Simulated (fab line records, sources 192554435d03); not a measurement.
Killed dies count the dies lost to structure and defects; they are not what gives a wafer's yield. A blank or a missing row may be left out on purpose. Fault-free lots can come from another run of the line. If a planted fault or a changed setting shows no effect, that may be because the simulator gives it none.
8D (eight disciplines) problem report, filled in by code / flow n5 finfet / the parts of the form that need people (team, actions taken, sign-off) are left out

1. THE ISSUE
Wafers without a fault read 125.2 s, standard deviation 0.6; run length s at N5_BEOL_M2_CO_CAP_55 reads a mean of 169.3 s on 3 wafers belonging to 2 lots. That puts it +74 standard deviations away from the usual mean.
The step: material Co, precursor CCTBA/H2, target thk 2 nm, time 102.1 s.
Seen first at day 9 23:07 on cvd co-02, wafer L364.2. Wafers with a number at this step in the record: 16, from 6 lots. Rule for "out", or "out of limits": more than 4 standard deviations from the usual mean. Any other wafer with a number is counted as sound.

2. WHAT IT IS AND WHAT IT IS NOT
question=which readings at this step | is=run length s | is not=heater power w
question=which lots | is=L364, L365 | is not=L363, L367, L370, L377
question=which wafers of those lots | is=L364.2, L364.4, L365.4 | is not=L365.1
question=read on which tools | is=cvd co-02 | is not=cvd co-01
question=when | is=from day 9 23:07 | is not=up to then (3 sound wafers); but 10 sound wafers of L365, L367, L370, L377 came after

3. SUSPECTS, AND WHAT RULES EACH OUT
Counting: any tool at a process step up to the reading remains a suspect provided it ran every lot that is out. Sound lots after the first of them don't rule it out here, since some wafers of a struck lot are sound.
- cvd co-02 at N5_BEOL_M2_PRE_CLEAN_60 (time 15 s): kept. It ran every lot that is out, first L364 (day 9 23:05).
- cvd co-02 at N5_BEOL_M2_CO_CAP_55 (material Co, precursor CCTBA/H2, target thk 2 nm, time 102.1 s): kept. It ran every lot that is out, first L364 (day 9 23:07). Its own readings are out on those wafers: run length s.
- Within cvd co-02 at N5_BEOL_M2_PRE_CLEAN_60: the wafers that are out ran in chambers 0, 2; their sound lot-mates ran in chamber 1.
- Within cvd co-02 at N5_BEOL_M2_CO_CAP_55: the wafers that are out ran in chambers 0, 2; their sound lot-mates ran in chamber 1.
Left after counting: cvd co-02 at N5_BEOL_M2_PRE_CLEAN_60, cvd co-02 at N5_BEOL_M2_CO_CAP_55.

4. THE CAUSE (what the simulator had put in)
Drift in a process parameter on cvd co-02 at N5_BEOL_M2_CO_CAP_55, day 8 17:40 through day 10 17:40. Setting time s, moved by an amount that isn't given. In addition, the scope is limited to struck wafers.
Of the 2 suspects that counting leaves, this tool is one.

5. THE EFFECT CHAIN, in route order
Each row: a reading where the mean over the struck wafers with a number is more than 3 standard deviations away from the usual. Readings are gone through only where the record gives a usual standard deviation; hours: the median, over the lots, of the time from a lot's start at the first step in this table giving one to that lot's start at this step; sigmas: the change measured in usual standard deviations.
hours=0; step=N5_BEOL_M2_CO_CAP_55; reading=run length s; usual=125.2 s; on struck wafers=169.3; change=+44.1; sigmas=+74
Its process steps:
- N5_BEOL_M2_CO_CAP_55: material Co, precursor CCTBA/H2, target thk 2 nm, time 102.1 s.
Later measuring or inspecting steps at which every struck wafer that the step has a row for has a number for every such reading, and none has moved that far: N5_BEOL_M4_RC_MEAS_101.

6. HOW IT WOULD HAVE BEEN CAUGHT EARLIER
The fault began at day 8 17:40; the first out-of-limits reading in this record came at day 9 23:07, 29 hours later.
